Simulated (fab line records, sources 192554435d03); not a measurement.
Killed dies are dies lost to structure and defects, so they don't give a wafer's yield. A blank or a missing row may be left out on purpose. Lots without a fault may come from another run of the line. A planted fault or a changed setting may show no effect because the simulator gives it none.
fab line records | flow n5_finfet
record lots=5 wafers=13 last_day=17
route steps=1938 shown BEOL_M0@741 BEOL_M1@751 BEOL_M4@1111 PASSIVATION@1936
lots that met no fault: from a run of the same line without faults
start_h: hours from the record's first day to the start of the lot's first wafer shown | wait_h: hours since the lot's step before | " the same as in the row above | L1.1+2: a row that stands for several wafers | - no value, or no start given | * or withheld: withheld | < > ~ a bound
route shown NAME@n: a module of which the file shows steps, and the number in the route of the first | usual: mean/standard deviation of fault-free wafers | same: alike in all rows | chamber/n: place in a boat | sites: the reading at each site | _std_site: their standard deviation | _edge_site: outer sites' mean less inner sites' | radius_mm: how far each site lies from the wafer's centre | mask NAME#n: copy n | behind: the tool/chamber that last shaped the wafer | hold: why the lot was held/for how many hours/how that ended | device: the transistor (n, p or np) that didn't switch | end of line: the same wafers' tests at the end of the route | a step without rows: its recipe alone | killed: dies lost to structure and defects at the first sort, not the wafer's yield | map: a wafer's dies, x killed, . not, _ none there
set.NAME: the setting as run; set.NAME@STEP: as run at that earlier step | model.NAME: the simulator's own value behind a step, which no gauge read
lots at some steps of the route; a table a step, a row a wafer
services: from which hour (start_h, from the record's first day; less than 0 if before it) a tool's chamber was out of use, for how many hours, and why
## steps
# step N5_BEOL_M0_ECD_118
# recipe material=Cu target_thk_a=3000
# step N5_BEOL_M0_ANNEAL_119
# recipe temp_c=225 time_s=90 ambient=N2
# step N5_BEOL_M0_CMP_120
# recipe stop_on=SiOC t_overpolish_s=6.9 down_force_psi=1 platen_rpm=50 clearing_platen_down_force_psi=1.5 clearing_platen_rpm=50 post_cmp_clean=cu_alkaline clearing_platen_pad_velocity_m_s=0.99484 pad_velocity_m_s=0.99484
# step N5_BEOL_M0_PRE_CLEAN_131
# recipe gas=NH3/H2 time_s=15 temp_c=* rf_power_w=300
# step N5_BEOL_M0_CO_CAP_123
# recipe material=Co target_thk_a=20 temp_c=200 precursor=CCTBA/H2 pressure_torr=30 time_s=102.1
# step N5_BEOL_M0_PRE_CLEAN_124
# recipe gas=NH3 time_s=15 temp_c=withheld rf_power_w=300
# step N5_BEOL_M0_DEP_125
# recipe material=SiCN target_thk_a=80 temp_c=withheld precursor=3MS/NH3 pressure_torr=3 rf_w=202 time_s=14
# step N5_BEOL_M1_ILD_DEP_00
# recipe material=SiOC target_thk_a=790 temp_c=350 precursor=DEMS/O2 pressure_torr=5 rf_w=500 time_s=15.3
# step N5_BEOL_M1_PECVD_72
# recipe material=SiO2 target_thk_a=160 temp_c=400 precursor=TEOS/O2 pressure_torr=5.5 rf_w=450 teos_flow_sccm=53.8 gas=O2 flow_sccm=3000 time_s=18
# usual heater_power_w=713/86 showerhead_plenum_p_Torr=8.79/0.052 throttle_valve_pct=22.3/1.3
# columns lot.wafer tool chamber start_h wait_h heater_power_w showerhead_plenum_p_Torr throttle_valve_pct model.SiO2_of_BEOL_M1_PECVD_72.thk_nm
L628.3 pecvd-02 0 177.50 0.0 670 8.84 21.5 16
L628.5 " 2 " " 837 8.77 24.5 16.4
L628.6 " 0 " " 655 8.81 21.4 16.4
L629.2 pecvd-02 2 181.36 0.0 774 8.75 24.6 12.8
L629.5 " 2 " " 766 8.75 24.7 12.6
L629.6 " 1 " " 707 8.85 21.6 16.2
L630.1 pecvd-04 0 190.00 0.0 681 8.82 22.1 16
L630.3 " 1 " " 583 8.79 22.0 16
L630.6 " 1 " " 557 8.80 22.1 16.2
L631.5 pecvd-02 1 194.71 0.1 636 8.84 21.5 12.2
L631.6 " 0 " " 613 8.82 21.2 16.6
L632.1 pecvd-02 2 199.24 0.0 721 8.75 24.3 16.4
L632.5 " 1 " " 644 8.87 21.4 12
# step N5_BEOL_M1_HM_DEP_02
# recipe material=TiN target_thk_a=200 temp_c=25 chamber_pressure_pa=0.49996
# step N5_BEOL_M1_COAT_61
# recipe resist=SOC temp_c=250 time_s=60 spin_rpm=1500 resist_thk_nm=60
# step N5_BEOL_M1_COAT_62
# recipe resist=SiARC temp_c=220 time_s=60 spin_rpm=1500 resist_thk_nm=12
# step N5_BEOL_M1_COAT_73
# recipe resist=underlayer temp_c=205 time_s=60 spin_rpm=1500 resist_thk_nm=5
# step N5_BEOL_M1_COAT_05
# recipe resist=CAR-EUV spin_rpm=1500 resist_thk_nm=30
# step N5_BEOL_M1_EBR_07
# recipe solvent=PGMEA ebr_width_mm=1.5
# step N5_BEOL_M1_SOFTBAKE_06
# recipe temp_c=110 time_s=60 resist=CAR-EUV
# step N5_BEOL_M1_EXPOSE_08
# recipe mask_id=M1 na=0.33 source_shape=dipole sigma_inner=0.369 sigma_outer=0.767 polarization=unpolarized dose_mj=33
# step N5_BEOL_M1_PEB_09
# recipe peb_temp_c=100 peb_time_s=60 resist=CAR-EUV
# step N5_BEOL_M1_DEVELOP_10
# recipe develop_time_s=30 developer=TMAH resist=CAR-EUV rinse_liquid=surfactant_rinse dry=air_spin dev_temp_c=23
# step N5_BEOL_M1_DESCUM_16
# recipe chemistry=O2 time_s=7 source_power_w=50 bias_power_w=20 pressure_mtorr=20 rf_frequency_hz=2.712e+07 temp_c=40 resist=CAR-EUV o2_flow_sccm=225
# step N5_BEOL_M1_ETCH_74
# recipe chemistry=N2/H2 target=underlayer target_depth_a=65 mask_material=CAR-EUV time_s=5.2 ion_energy_ev=200 pressure_mtorr=30 source_w=840 bias_w=150 n2_flow_sccm=200 h2_flow_sccm=200 ends=cleared
# step N5_BEOL_M1_ETCH_63
# recipe chemistry=CF4 target=SiARC target_depth_a=156 mask_material=CAR-EUV time_s=26 ion_energy_ev=80 pressure_mtorr=40 source_w=545 bias_w=36 Ar_flow_sccm=100 cf4_flow_sccm=100 ends=cleared
# step N5_BEOL_M1_ETCH_64
# recipe chemistry=N2/H2 target=SOC target_depth_a=750 overetch_a=150 mask_material=SiARC temp_c=40 time_s=112.5 ion_energy_ev=200 pressure_mtorr=30 source_w=840 bias_w=150 n2_flow_sccm=200 h2_flow_sccm=200
# step N5_BEOL_M1_STRIP_65
# recipe chemistry=N2/H2 temp_c=40 n2_flow_sccm=200 h2_flow_sccm=200 rf_frequency_hz=6e+07
# step N5_BEOL_M1_STRIP_75
# recipe chemistry=N2/H2 temp_c=40 n2_flow_sccm=200 h2_flow_sccm=200 rf_frequency_hz=6e+07
# step N5_BEOL_M1_STRIP_66
# recipe chemistry=CF4 resist=SiARC power_w=300 bias_power_w=75 pressure_mtorr=50 cf4_flow_sccm=150 rf_frequency_hz=6e+07
# step N5_BEOL_M1_HM_OPEN_17
# recipe chemistry=Cl2/BCl3 target_depth_a=200 overetch_a=60 target=TiN mask_material=SOC ion_energy_ev=150 pressure_mtorr=10 icp_w=1000 bias_w=126 Cl2_flow_sccm=53.25 bcl3_flow_sccm=21.75 Ar_flow_sccm=25
# step N5_BEOL_M1_STRIP_19
# recipe chemistry=O2 power_w=400 temp_c=40 pressure_mtorr=30 rf_frequency_hz=6e+07 bias_power_w=0 overash_fraction=0.2 o2_flow_sccm=225
# step N5_BEOL_M1_COAT_67
# recipe resist=SOC temp_c=250 time_s=60 spin_rpm=1500 resist_thk_nm=60
# step N5_BEOL_M1_COAT_68
# recipe resist=SiARC temp_c=220 time_s=60 spin_rpm=1500 resist_thk_nm=12
# step N5_BEOL_M1_COAT_76
# recipe resist=underlayer temp_c=205 time_s=60 spin_rpm=1500 resist_thk_nm=5
# step N5_BEOL_M1_COAT_22
# recipe resist=CAR-EUV spin_rpm=1500 resist_thk_nm=30
# step N5_BEOL_M1_EBR_24
# recipe solvent=PGMEA ebr_width_mm=1.5
# step N5_BEOL_M1_SOFTBAKE_23
# recipe temp_c=110 time_s=60 resist=CAR-EUV
# step N5_BEOL_M1_HM_STRIP_39
# recipe chemistry=peroxide_tin_strip material=TiN target_depth_a=250 temp_c=50 time_s=158
# columns lot.wafer tool chamber start_h wait_h model.SiO2_of_BEOL_M1_PECVD_72.thk_nm
L628.3 wet_bench-03 4 189.13 0.0 15.8
L628.5+6 " 1,5 " " 16.4
L629.2+5 wet_bench-01 4,3 192.67 0.0 12.6
L629.6 " 1 " " 16
L630.1 wet_bench-01 0 195.85 0.0 15.8
L630.3 " 5 " " 16
L630.6 " 7 " " 16.2
L631.5 wet_bench-05 5 201.45 0.0 12
L631.6 " 2 " " 16.4
L632.1 wet_bench-01 1 204.90 0.0 16.2
L632.5 " 5 " " 12
# step N5_BEOL_M1_CMP_52
# recipe stop_on=SiOC t_overpolish_s=6.8 down_force_psi=1 platen_rpm=50 clearing_platen_down_force_psi=1.5 clearing_platen_rpm=50 post_cmp_clean=cu_alkaline target_thk_nm=40 clearing_platen_pad_velocity_m_s=0.99484 pad_velocity_m_s=0.99484
# usual barrier_field_endpoint_s=24.9/0.56 head_pressure_psi=0.9999/0.0022 motor_current_A=6.1/0.43 platen_rpm=50.00/0.034
# columns lot.wafer tool chamber start_h wait_h barrier_field_endpoint_s head_pressure_psi motor_current_A platen_rpm
L628.3 cmp-02 2 193.08 0.4 25.0 1.0017 6.5 49.96
L628.6 " 2 " " 25.7 1.0005 6.7 50.01
L628.5 " 3 " " 25.9 0.9966 5.3 49.99
L629.2 cmp-02 1 195.98 0.3 21.6 0.9980 5.7 50.01
L629.6 " 2 " " 24.8 0.9986 6.9 50.00
L629.5 " 3 " " 21.0 1.0025 5.7 50.02
L630.3 cmp-03 2 199.54 0.3 24.9 0.9989 6.5 50.00
L630.1 " 1 " " 25.4 1.0025 6.1 50.05
L630.6 " 3 " " 25.6 1.0030 5.9 50.03
L631.6 cmp-02 3 205.17 0.2 25.9 1.0005 5.7 49.93
L631.5 " 0 " " 20.6 0.9951 6.5 50.00
L632.1 cmp-02 0 208.98 0.4 25.1 0.9981 6.5 49.99
L632.5 " 0 " " 19.8 0.9973 6.2 49.96
# step N5_BEOL_M4_RC_MEAS_101
# usual DIBL_N=36.4/1.9 DIBL_P=35.8/2.1 IOFF_N=0.158/0.029 IOFF_P=0.21/0.035 ION_N=676/14 ION_P=465/9.7 SS_N=71.5/0.66 SS_P=73.4/0.7 VT_N=249.8/3 VT_P=-250/3.3
# columns lot.wafer tool chamber start_h wait_h DIBL_N[mV/V] DIBL_P[mV/V] IOFF_N[nA/um] IOFF_P[nA/um] ION_N[uA/um] ION_P[uA/um] SS_N[mV/dec] SS_P[mV/dec] VT_N[mV] VT_P[mV]
L628.3 prober-01 0 244.45 0.3 35.5 35.9 0.141 0.23 675 464 71.6 73.7 250.7 -246
L628.5 " 0 " " 35.4 35.4 0.134 0.22 672 478 71.4 73.6 252.3 -247
L628.6 " 0 " " 35.1 35.8 0.141 0.24 667 473 71.6 73.9 250.7 -246
L629.2 prober-01 0 251.27 0.2 36.9 36.1 0.153 0.21 670 455 71.8 73.5 250.3 -251
L629.5 " 0 " " 35.4 34.5 0.148 0.19 700 476 71.7 73.7 249.9 -251
L629.6 " 0 " " 36.3 34.8 0.153 0.19 694 464 71.8 72.6 251.3 -253
L630.1 prober-01 0 261.42 0.0 37.8 35.2 0.151 0.22 683 471 71.0 72.9 250.4 -248
L630.3 " 0 " " 40.6 38.5 0.198 0.29 683 471 72.2 74.6 246.2 -243
L630.6 " 0 " " 38.2 35.6 0.163 0.23 692 475 70.8 73.0 246.3 -249
L631.5 prober-02 0 277.53 0.6 34.2 33.2 0.114 0.14 667 451 70.3 72.1 252.9 -254
L631.6 " 0 " " 39.3 40.4 0.196 0.23 667 460 72.1 74.7 249.1 -250
L632.1 prober-01 0 286.17 0.0 36.1 36.2 0.151 0.20 664 458 71.5 73.2 252.1 -252
L632.5 " 0 " " 37.9 37.1 0.184 0.22 676 459 72.8 73.2 249.1 -251
# step N5_PASSIVATION_PROBE_49
# usual defect_limited_yield=91.3/1.3 killed_at_M0_to_M3=34/9.1 killed_at_M4_up=14/5.6 killed_at_contacts=13/5.9 killed_at_front_end=39/11 killed_at_other=3.6/3 killed_dies=102/16 killed_open=68/12 killed_short=33/7.3 sort_bin_5_function=5.2/0.89 sort_bin_6_memory=3.2/0.68 sort_n_pass=1078/16 sort_yield_pct=91.3/1.3
# same gross_dies=1180 killed_at_back_side=0 sort_bin_4_leakage[%]=0 sort_bin_8_speed[%]=0
# columns lot.wafer tool chamber start_h wait_h defect_limited_yield[%] killed_at_M0_to_M3 killed_at_M4_up killed_at_contacts killed_at_front_end killed_at_other killed_dies killed_open killed_short sort_bin_5_function[%] sort_bin_6_memory[%] sort_n_pass sort_yield_pct[%]
L628.3 prober-02 - 348.89 0.1 88.6 37 18 17 60 2 134 96 37 6.7 4.2 1046 88.6
L628.5 prober-02 - 348.99 0.2 87.1 57 16 16 63 0 152 101 51 7.1 5.4 1028 87.1
L628.6 prober-02 - 349.04 0.3 91.8 34 6 9 38 10 97 63 34 4.9 3.3 1083 91.8
L629.2 prober-02 - 357.24 0.1 91.7 26 13 18 41 0 98 65 30 5.5 2.7 1082 91.7
L629.5 prober-02 - 357.39 0.2 91.4 29 13 10 46 4 102 54 34 3.1 4.1 1078 91.4
L629.6 prober-02 - 357.44 0.3 90.9 30 21 19 37 0 107 69 37 5.3 3.6 1073 90.9
L631.5 prober-02 - 381.20 0.2 92.1 37 22 6 23 5 93 66 27 4.7 2.7 1087 92.1
L631.6 prober-02 - 381.25 0.3 92.0 28 11 8 43 4 94 56 37 4.9 2.5 1086 92.0
L632.1 prober-02 - 399.13 0.0 93.5 35 11 14 16 1 77 53 24 3.5 2.8 1103 93.5
L632.5 prober-02 - 399.33 0.2 92.3 24 10 22 29 6 91 57 32 4.0 3.7 1089 92.3
# killed by level:class
L628.3 STI_FIN_REVEAL:geometric_particle:open=19 MOL_CONTACT_COAG:geometric_particle:open=15 BEOL_M2:geometric_particle:open=13 GATE_CUT:geometric_particle:short=9 FIN_SAQP:geometric_particle:open=8 BEOL_M4:geometric_particle:open=7 GATE_CUT:geometric_particle:open=6 BEOL_M1:geometric_particle:open=6
L628.5 FIN_SAQP:geometric_particle:open=17 FIN_SAQP:geometric_particle:short=17 MOL_CONTACT_COAG:geometric_particle:open=14 BEOL_M3:geometric_particle:open=12 BEOL_M1:geometric_particle:open=10 BEOL_M2:geometric_particle:open=9 BEOL_M0_SAQP:geometric_particle:open=9 STI_FIN_REVEAL:geometric_particle:open=7
L628.6 BEOL_M3:geometric_particle:open=13 BEOL_M0_SAQP:geometric_particle:open=8 FIN_SAQP:geometric_particle:open=7 MOL_CONTACT_COAG:geometric_particle:open=7 GATE_CUT:geometric_particle:short=5 BEOL_M2:geometric_particle:open=5 MIM_TOP_ETCH:geometric_particle:open=5 FIN_SAQP:geometric_particle:short=4
L629.2 MOL_CONTACT_COAG:geometric_particle:open=11 FIN_SAQP:geometric_particle:open=7 MOL_CONTACT_COAG:geometric_particle:short=7 BEOL_M4:geometric_particle:open=7 FIN_SAQP:geometric_particle:short=5 STI_FIN_REVEAL:geometric_particle:open=5 BEOL_M0:geometric_particle:open=5 BEOL_M1:geometric_particle:open=5
L629.5 HKMG_FIN:area_etch=13 FIN_SAQP:geometric_particle:open=10 FIN_SAQP:geometric_particle:short=10 BEOL_M3:geometric_particle:open=8 MOL_CONTACT_COAG:geometric_particle:open=7 BEOL_M0_SAQP:geometric_particle:open=6 BEOL_M0_SAQP:geometric_particle:short=4 GATE_CUT:geometric_particle:short=3
L629.6 MOL_CONTACT_COAG:geometric_particle:open=16 BEOL_M4:geometric_particle:open=10 BEOL_M0_SAQP:geometric_particle:open=8 BEOL_M0_SAQP:geometric_particle:short=8 FIN_SAQP:geometric_particle:open=7 FIN_SAQP:geometric_particle:short=6 STI_FIN_REVEAL:geometric_particle:open=5 STARTING-WAFER:geometric_particle:short=5
L631.5 BEOL_M4:geometric_particle:open=16 BEOL_M3:geometric_particle:open=8 FIN_SAQP:geometric_particle:open=7 BEOL_M2:geometric_particle:open=7 BEOL_M0_SAQP:geometric_particle:open=6 BEOL_M0:geometric_particle:open=6 FIN_SAQP:geometric_particle:short=5 GATE_CUT:geometric_particle:open=4
L631.6 FIN_SAQP:geometric_particle:short=13 BEOL_M2:geometric_particle:open=8 STI_FIN_REVEAL:geometric_particle:open=7 BEOL_M3:geometric_particle:open=7 MOL_CONTACT_COAG:geometric_particle:open=6 DUMMY_GATE:geometric_particle:open=6 BEOL_M4:geometric_particle:open=5 FIN_SAQP:geometric_particle:open=4
L632.1 MOL_CONTACT_COAG:geometric_particle:open=9 BEOL_M0_SAQP:geometric_particle:short=8 BEOL_M1:geometric_particle:open=8 BEOL_M0_SAQP:geometric_particle:open=7 BEOL_M3:geometric_particle:open=6 DUMMY_GATE:geometric_particle:open=5 MOL_CONTACT_COAG:geometric_particle:short=5 BEOL_M2:geometric_particle:open=4
L632.5 MOL_CONTACT_COAG:geometric_particle:open=15 FIN_SAQP:geometric_particle:open=9 FIN_SAQP:geometric_particle:short=8 MOL_CONTACT_COAG:geometric_particle:short=7 BEOL_M0_SAQP:geometric_particle:short=6 BEOL_M2:geometric_particle:open=6 BEOL_M0_SAQP:geometric_particle:open=5 BEOL_M1:geometric_particle:open=5
## services
# columns tool chamber start_h hours kind
cmp-03 - 154.74 0.8 repair
wet_bench-05 - 156.82 12.9 repair
pecvd-04 0 166.88 4.2 repair
pecvd-02 - 181.41 9.7 repair
pecvd-02 2 202.38 - clean
pecvd-02 2 202.38 - consumable_replace:showerhead
pecvd-02 2 202.38 29.0 scheduled_down
pecvd-02 2 202.38 29.0 vent_cycle
cmp-03 - 205.71 4.0 pm
## key
first_sign step=N5_BEOL_M1_CMP_52 reading=barrier_field_endpoint_s direction=down sigmas=7.4 usual=24.9 struck=20.8
effect none on later readings
model_effect step=N5_BEOL_M1_PECVD_72 value=SiO2_of_BEOL_M1_PECVD_72.thk_nm without=16.15 struck=12.4
model_effect step=N5_BEOL_M1_HM_STRIP_39 value=SiO2_of_BEOL_M1_PECVD_72.thk_nm without=16.1 struck=12.3
met_at N5_BEOL_M1_PECVD_72
struck_wafers L629.2,L629.5,L631.5,L632.5
baseline_loss step=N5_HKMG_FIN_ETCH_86 wafers=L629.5
onset_between 177.50 181.36
fault kind=process_parameter_drift tool=pecvd-02 chamber=- onset_h=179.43 steps=N5_BEOL_M1_PECVD_72 channel=time_s offset=* shape=step end_h=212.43 scope=struck_wafers_only acts_in=* stated=*
# baseline_loss: these wafers lose ten dies or more at that step, a loss of the line's own and not of a fault; the sort's usual values leave them out
